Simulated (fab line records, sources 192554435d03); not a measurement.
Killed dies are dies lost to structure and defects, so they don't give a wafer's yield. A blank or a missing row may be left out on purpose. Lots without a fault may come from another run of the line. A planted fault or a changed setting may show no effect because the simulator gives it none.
fab line records | flow n5_finfet | part 2 of 2: steps 23 to 34 of 34
record lots=5 wafers=15 last_day=18
route steps=1938 shown FIN_CUT@178 STI_FIN_REVEAL@183
lots that met no fault: from a run of the same line without faults
start_h: hours from the record's first day to the start of the lot's first wafer shown | wait_h: hours since the lot's step before | " the same as in the row above | L1.1+2: a row that stands for several wafers | - no value, or no start given | * or withheld: withheld | < > ~ a bound
route shown NAME@n: a module of which the file shows steps, and the number in the route of the first | usual: mean/standard deviation of fault-free wafers | same: alike in all rows | chamber/n: place in a boat | sites: the reading at each site | _std_site: their standard deviation | _edge_site: outer sites' mean less inner sites' | radius_mm: how far each site lies from the wafer's centre | mask NAME#n: copy n | behind: the tool/chamber that last shaped the wafer | hold: why the lot was held/for how many hours/how that ended | device: the transistor (n, p or np) that didn't switch | end of line: the same wafers' tests at the end of the route | a step without rows: its recipe alone | killed: dies lost to structure and defects at the first sort, not the wafer's yield | map: a wafer's dies, x killed, . not, _ none there
set.NAME: the setting as run; set.NAME@STEP: as run at that earlier step | model.NAME: the simulator's own value behind a step, which no gauge read
lots at some steps of the route; a table a step, a row a wafer
services: from which hour (start_h, from the record's first day; less than 0 if before it) a tool's chamber was out of use, for how many hours, and why
## steps
# step N5_STI_FIN_REVEAL_OXIDATION_31
# recipe chemistry=O2_PLASMA_REMOTE temp_c=150 time_s=20 pressure_mtorr=1000 source_power_w=2000 o2_flow_sccm=3000
# usual drypump_motor_current_A=6.06/0.25 heater_power_w=154/11
# columns lot.wafer tool chamber start_h wait_h drypump_motor_current_A heater_power_w rf_hours_counter_h
L080.1 plasma_asher-01 1 72.12 0.0 5.91 161 30
L080.3 " 0 " " 5.69 162 -
L080.4 " 1 " " 5.90 159 -
L081.2 plasma_asher-02 0 77.73 0.0 6.39 165 88
L081.3 " 1 " " 6.11 138 -
L081.6 " 0 " " 6.38 159 -
L089.1 plasma_asher-01 1 126.52 0.0 5.86 163 41
L089.3 " 1 " " 5.85 160 -
L089.4 " 0 " " 5.68 165 -
L094.2 plasma_asher-01 0 155.82 0.0 5.74 157 46
L094.3 " 0 " " 5.74 163 -
L094.4 " 1 " " 5.91 163 -
L097.1 plasma_asher-01 0 178.58 0.0 5.72 163 52
L097.4 " 0 " " 5.74 165 -
L097.6 " 1 " " 5.90 163 -
# step N5_STI_FIN_REVEAL_PRECLEAN_32
# recipe chemistry=NF3:NH3 afs_cycles=1 temp_c=30 time_s=20 sublimation_temp_c=180 sublimation_time_s=60 pressure_torr=3 rf_power_w=30
# same afs_cycles=1
# columns lot.wafer tool chamber start_h wait_h
L080.1+3+4 remote_plasma-02 1 72.20 0.1
L081.2+3+6 remote_plasma-02 0 77.84 0.1
L089.1+3+4 remote_plasma-01 1 126.60 0.1
L094.2+3+4 remote_plasma-02 0 155.94 0.1
L097.1+4+6 remote_plasma-02 0 178.66 0.1
# step N5_STI_FIN_REVEAL_STRIP_35
# recipe chemistry=H3PO4 material=Si3N4 temp_c=165 target_depth_a=40 time_s=39
# usual bath_guard_temp_C=165.0/0.52
# columns lot.wafer tool chamber start_h wait_h bath_guard_temp_C
L080.1 wet_bench-04 3 72.41 0.2 165.3
L080.3 " 5 " " 164.7
L080.4 " 4 " " 165.2
L081.2 wet_bench-01 5 78.02 0.2 165.5
L081.3 " 0 " " 165.0
L081.6 " 2 " " 163.9
L089.1 wet_bench-04 2 126.81 0.2 164.3
L089.3 " 5 " " 164.7
L089.4 " 6 " " 165.6
L094.2 wet_bench-01 0 156.12 0.2 165.2
L094.3 " 7 " " 165.3
L094.4 " 2 " " 163.8
L097.1 wet_bench-01 4 178.87 0.2 164.7
L097.4 " 0 " " 164.8
L097.6 " 7 " " 165.1
# step N5_STI_FIN_REVEAL_SRD_21
# recipe dry=ipa_marangoni time_s=30 temp_c=23 rinse_liquid=diw
# columns lot.wafer tool chamber start_h wait_h
L080.1+3+4 wet_bench-04 3,5,4 72.43 0.0
L081.2+3+6 wet_bench-01 5,0,2 78.04 0.0
L089.1+3+4 wet_bench-04 2,5,6 126.84 0.0
L094.2+3+4 wet_bench-01 0,7,2 156.13 0.0
L097.1+4+6 wet_bench-01 4,0,7 178.90 0.0
# step N5_STI_FIN_REVEAL_OXIDATION_33
# recipe chemistry=O2_PLASMA_REMOTE temp_c=150 time_s=20 pressure_mtorr=1000 source_power_w=2000 o2_flow_sccm=3000
# usual drypump_motor_current_A=6.08/0.25 heater_power_w=154/11
# columns lot.wafer tool chamber start_h wait_h drypump_motor_current_A heater_power_w rf_hours_counter_h
L080.1 plasma_asher-02 1 72.47 0.0 6.11 137 87
L080.3 " 0 " " 6.38 161 -
L080.4 " 1 " " 6.11 144 -
L081.2 plasma_asher-01 0 78.08 0.0 5.71 167 31
L081.3 " 0 " " 5.71 162 -
L081.6 " 1 " " 5.91 161 -
L089.1 plasma_asher-02 1 126.90 0.0 6.11 136 98
L089.3 " 1 " " 6.12 138 -
L089.4 " 0 " " 6.37 162 -
L094.2 plasma_asher-01 1 156.18 0.0 5.88 161 46
L094.3 " 0 " " 5.70 160 -
L094.4 " 1 " " 5.87 160 -
L097.1 plasma_asher-02 0 178.96 0.0 6.40 161 109
L097.4 " 0 " " 6.40 160 -
L097.6 " 1 " " 6.12 137 -
# step N5_STI_FIN_REVEAL_CLEAN_19
# recipe chemistry=O3/DIW temp_c=25 time_s=120 o3_ppm=10
# columns lot.wafer tool chamber start_h wait_h
L080.1+3+4 wet_bench-02 0,6,7 72.56 0.1
L081.2+3+6 wet_bench-02 0,2,7 78.17 0.1
L089.1+3+4 wet_bench-01 3,2,4 126.99 0.1
L094.2+3+4 wet_bench-04 6,5,7 156.26 0.1
L097.1+4+6 wet_bench-04 0,3,5 179.05 0.1
# step N5_STI_FIN_REVEAL_SRD_23
# recipe dry=ipa_marangoni time_s=30 temp_c=23 rinse_liquid=diw
# columns lot.wafer tool chamber start_h wait_h
L080.1+3+4 wet_bench-02 0,6,7 72.59 0.0
L081.2+3+6 wet_bench-02 0,2,7 78.24 0.0
L089.1+3+4 wet_bench-01 3,2,4 127.02 0.0
L094.2+3+4 wet_bench-04 6,5,7 156.30 0.0
L097.1+4+6 wet_bench-04 0,3,5 179.09 0.0
# step N5_STI_FIN_REVEAL_CD_MEAS_22
# recipe target_cd_nm=6.238 pitch_nm=28 polarity=line
# usual cd_nm=6.21/0.29
# columns lot.wafer tool chamber start_h wait_h cd_nm
L080.1 cd_sem-02 - 72.63 0.0 5.94
L080.3 " - " " 6.28
L080.4 " - " " 6.38
L081.2 cd_sem-03 - 78.30 0.0 6.17
L081.3 " - " " 6.77
L081.6 " - " " 6.09
L089.1 cd_sem-03 - 127.06 0.0 6.10
L089.3 " - " " 6.16
L089.4 " - " " 6.37
L094.2 cd_sem-02 - 156.34 0.0 6.07
L094.3 " - " " 6.27
L094.4 " - " " 6.30
L097.1 cd_sem-03 - 179.13 0.0 6.18
L097.4 " - " " 6.13
L097.6 " - " " 6.21
# step N5_STI_FIN_REVEAL_FIN_H_MEAS_10
# usual trench_depth_nm=51.6/0.75
# columns lot.wafer tool chamber start_h wait_h trench_depth_nm
L080.1 ocd-01 - 72.66 0.0 51.7
L080.3 " - " " 52.2
L080.4 " - " " 51.5
L081.2 ocd-02 - 78.33 0.0 51.3
L081.3 " - " " 51.1
L081.6 " - " " 50.9
L089.1 ocd-01 - 127.09 0.0 50.5
L089.3 " - " " 50.3
L089.4 " - " " 50.7
L094.2 ocd-01 - 156.37 0.0 52.3
L094.3 " - " " 51.9
L094.4 " - " " 52.6
L097.1 ocd-01 - 179.16 0.0 52.1
L097.4 " - " " 51.2
L097.6 " - " " 51.6
# step N5_STI_FIN_REVEAL_PRECLEAN_18
# recipe chemistry=SC2 time_s=45 temp_c=35 mix=1:1:50
# usual bath_guard_temp_C=35.0/0.49
# columns lot.wafer tool chamber start_h wait_h bath_guard_temp_C
L080.1 wet_bench-04 3 72.70 0.0 34.9
L080.3 " 4 " " 34.5
L080.4 " 5 " " 34.7
L081.2 wet_bench-02 0 78.36 0.0 34.6
L081.3 " 3 " " 35.3
L081.6 " 6 " " 34.5
L089.1 wet_bench-01 1 127.14 0.1 34.1
L089.3 " 7 " " 35.2
L089.4 " 5 " " 35.8
L094.2 wet_bench-02 0 156.40 0.0 34.7
L094.3 " 1 " " 35.2
L094.4 " 2 " " 34.8
L097.1 wet_bench-01 0 179.19 0.0 35.2
L097.4 " 2 " " 33.9
L097.6 " 1 " " 34.1
# step N5_STI_FIN_REVEAL_SRD_28
# recipe dry=ipa_marangoni time_s=30 temp_c=23 rinse_liquid=diw
# columns lot.wafer tool chamber start_h wait_h
L080.1+3+4 wet_bench-04 3,4,5 72.71 0.0
L081.2+3+6 wet_bench-02 0,3,6 78.39 0.0
L089.1+3+4 wet_bench-01 1,7,5 127.16 0.0
L094.2+3+4 wet_bench-02 0,1,2 156.42 0.0
L097.1+4+6 wet_bench-01 0,2,1 179.22 0.0
# step N5_STI_FIN_REVEAL_INSPECT_13
# recipe inspect_instrument=darkfield mode=post_clean
# usual raw_defect_count=14/6
# columns lot.wafer tool chamber start_h wait_h raw_defect_count
L080.1 defect_inspect-01 - 72.75 0.0 11
L080.3 " - " " 15
L080.4 " - " " 18
L081.2 defect_inspect-02 - 78.45 0.0 14
L081.3 " - " " 9
L081.6 " - " " 2
L089.1 defect_inspect-01 - 127.20 0.0 23
L089.3 " - " " 18
L089.4 " - " " 27
L094.2 defect_inspect-01 - 156.46 0.0 11
L094.3 " - " " 5
L094.4 " - " " 22
L097.1 defect_inspect-02 - 179.28 0.0 29
L097.4 " - " " 21
L097.6 " - " " 17
## services
# columns tool chamber start_h hours kind
ald_sin-04 1 40.23 10.2 repair
cmp-01 - 41.69 1.1 repair
vapor_etch-01 1 44.07 2.9 repair
rie_diel-05 0 44.41 2.8 repair
rie_diel-05 1 45.34 8.6 repair
plasma_asher-02 - 52.32 1.4 repair
cmp-01 - 53.48 4.0 repair
ald_sin-04 3 60.49 3.6 repair
wet_bench-01 - 64.20 2.6 repair
vapor_etch-02 - 65.31 0.4 repair
cmp-01 - 70.71 9.5 pm
furnace-02 - 82.16 22.9 repair
cmp-01 - 82.93 0.8 repair
ald_sin-04 - 85.25 14.0 pm
rie_diel-01 1 95.89 7.1 repair
rie_diel-02 - 110.04 15.6 pm
rie_si-03 1 130.58 2.0 repair
rie_diel-02 2 146.85 7.3 repair
ald_sin-02 0 148.67 4.0 repair
fcvd-01 - 158.95 7.5 pm
ald_sin-04 3 162.91 8.3 repair
rie_diel-02 - 174.45 5.9 repair
rie_diel-03 2 177.94 5.5 repair
fcvd-01 - 178.74 2.8 pm
